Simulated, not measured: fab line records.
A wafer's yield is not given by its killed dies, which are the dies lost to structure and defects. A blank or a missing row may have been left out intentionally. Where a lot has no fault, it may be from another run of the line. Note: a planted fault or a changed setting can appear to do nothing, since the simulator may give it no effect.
Which of the tools did it?	flow n5Finfet	33 wafers sampled from 11 lots at 1 step of a route of 1938

## WHAT THE GAUGES READ, wafer by wafer
N5_BEOL_M15_CD_MEAS_17: target cd 360 nm.
lot	measured	on	cdNm (nm)
L669	day 10 22:54	cdSem-02	363.0 363.1 359.6
L670	day 11 04:42	cdSem-03	358.3 360.5 358.8
L672	day 11 13:46	cdSem-02	363.4 359.5 357.3
L676	day 12 08:08	cdSem-02	360.9 358.5 362.4
L677	day 12 11:46	cdSem-01	356.5 356.5 357.7
L681	day 15 20:05	cdSem-01	359.3 359.3 362.8
L687	day 16 14:42	cdSem-01	358.1 359.1 359.8
L685	day 17 14:41	cdSem-02	360.0 362.0 363.8
L684	day 17 14:58	cdSem-01	360.6 362.2 360.2
L680	day 18 11:22	cdSem-02	357.7 358.4 358.1
L690	day 18 15:19	cdSem-01	359.3 356.3 358.3

## TOOL THAT RAN EACH LOT (tool first, then ch and the chambers of the sampled wafers, then the start)
The record holds no process step before these readings.

## AS READ BY THE TOOLS THEMSELVES (means over the sampled wafers that have a number; for cases with no such wafer, the mark the record gives instead)
The record holds no such reading with a usual standard deviation.

## THE ANSWER, worked out from the rows above alone
Rule: usual is defined by the lots themselves. The widest of any qualifying gaps counts: lots, ordered by their means at a reading, are off when they make up no more than a third of the lots, leave a main group of 4 or more, and stand apart from it by 3 or more times the standard deviation of that group's means. If all means in a main group match to the digits the tables above print for the reading, that group is not used. Also off: a lot with no number at a reading for which 4 or more lots have one. Where the step has rows for the other lots, those lots are counted as sound. Order of review: gauges by route order, followed by the tools' own readings, for which a lot's mean as printed above is used. At the first step where some lot is off, the reading lying furthest off is the one used; lots without a number count as furthest.
No lot is off at any reading shown: from this, nothing can be told.

## WHAT WAS PUT IN BY THE SIMULATOR
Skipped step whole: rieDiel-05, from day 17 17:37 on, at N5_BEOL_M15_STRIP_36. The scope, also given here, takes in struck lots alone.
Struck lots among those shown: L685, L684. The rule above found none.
